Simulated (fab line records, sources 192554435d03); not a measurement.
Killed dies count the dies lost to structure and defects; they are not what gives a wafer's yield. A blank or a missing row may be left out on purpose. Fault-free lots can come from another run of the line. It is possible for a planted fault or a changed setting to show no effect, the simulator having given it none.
8D (eight disciplines) problem report, filled in by code	flow n5_finfet	the parts of the form that need people (team, actions taken, sign-off) are left out

1. WHAT IS WRONG
At N5_PASSIVATION_PROBE_49, killed_at_M4_up averages 435 over 9 wafers from 3 lots, while fault-free wafers read 14, standard deviation 4.8. That is +88 standard deviations from the usual mean.
First seen on wafer L765.2, day 15 07:09, on prober-02. At this step, 9 wafers from 3 lots have a number in the record. By rule, "out" or "out of limits" means more than 4 standard deviations away from the usual mean. The other wafers with a number count as sound.

2. WHAT IT IS AND WHAT IT IS NOT
question	is	is not
which readings at this step	killed_at_M4_up, defect_limited_yield, killed_dies, killed_on_rim, sort_bin_5_function, sort_n_pass, sort_yield_pct	killed_at_M0_to_M3, killed_at_contacts, killed_at_front_end, killed_at_other, killed_open
which lots	L765, L768, L772	-
which wafers of those lots	all that have a number	-
read on which tools	prober-02	-
when	from day 15 07:09	up to then (0 sound wafers)

3. WHAT RULES OUT EACH SUSPECT
Counting: a tool at a process step up to the reading stays a suspect if it ran every lot that is out and no sound lot after the first of them.
- rie_diel-01 at N5_BEOL_M5_VIA_ETCH_34 (etches SiCOH lowk in C4F6/O2, target depth 88.3 nm, time 39.2 s): kept. It ran every lot that is out, first L765 (day 10 12:56), and no sound lot after that.
- prober-02 at N5_PASSIVATION_PROBE_49: kept. It ran every lot that is out, first L765 (day 15 07:09), and no sound lot after that. Out on those wafers are its own readings of defect_limited_yield, killed_at_M4_up, killed_dies, killed_on_rim, sort_bin_5_function, sort_n_pass, sort_yield_pct.
What counting leaves: rie_diel-01 at N5_BEOL_M5_VIA_ETCH_34 and prober-02 at N5_PASSIVATION_PROBE_49.

4. THE CAUSE (what the simulator had put in)
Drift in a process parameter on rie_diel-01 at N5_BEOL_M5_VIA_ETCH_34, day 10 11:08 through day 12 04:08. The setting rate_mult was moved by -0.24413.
Counting left 2 suspects, and this tool is among them.

5. SEQUENCE OF EFFECTS, ordered by route
One row per reading whose mean, taken over the struck wafers that have a number, lies over 3 standard deviations from the usual. Only readings whose record carries a usual standard deviation are examined. hours: median over the lots of the time between each lot's start at the first step of this table that gives one and its start at this step. sigmas: the change, counted in usual standard deviations.
hours	step	reading	usual	on struck wafers	change	sigmas
0	N5_PASSIVATION_PROBE_49	defect_limited_yield	91.0 %	55.3	-35.7	-24
0	N5_PASSIVATION_PROBE_49	killed_at_M4_up	14	435	+421	+88
0	N5_PASSIVATION_PROBE_49	killed_dies	106	528	+422	+23
0	N5_PASSIVATION_PROBE_49	killed_on_rim	14	72	+58	+14
0	N5_PASSIVATION_PROBE_49	sort_bin_5_function	5.3 %	41.1	+35.8	+36
0	N5_PASSIVATION_PROBE_49	sort_n_pass	1074	652	-422	-23
0	N5_PASSIVATION_PROBE_49	sort_yield_pct	91.0 %	55.3	-35.7	-24
Process steps it contains:
- N5_PASSIVATION_PROBE_49

6. WHAT WOULD HAVE CAUGHT IT SOONER
116 hours passed between the start of the fault at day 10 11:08 and the first reading out of limits in this record, taken at day 15 07:09.
Of the tool readings at N5_BEOL_M5_VIA_ETCH_34 for which the record gives a usual standard deviation, none was out on any struck wafer, so an alarm limit of 4 standard deviations on them would not have fired.
By day 15 07:09, every lot that is out (3) had started N5_BEOL_M5_VIA_ETCH_34 on rie_diel-01. Holding the tool at that point would not have protected any of them.
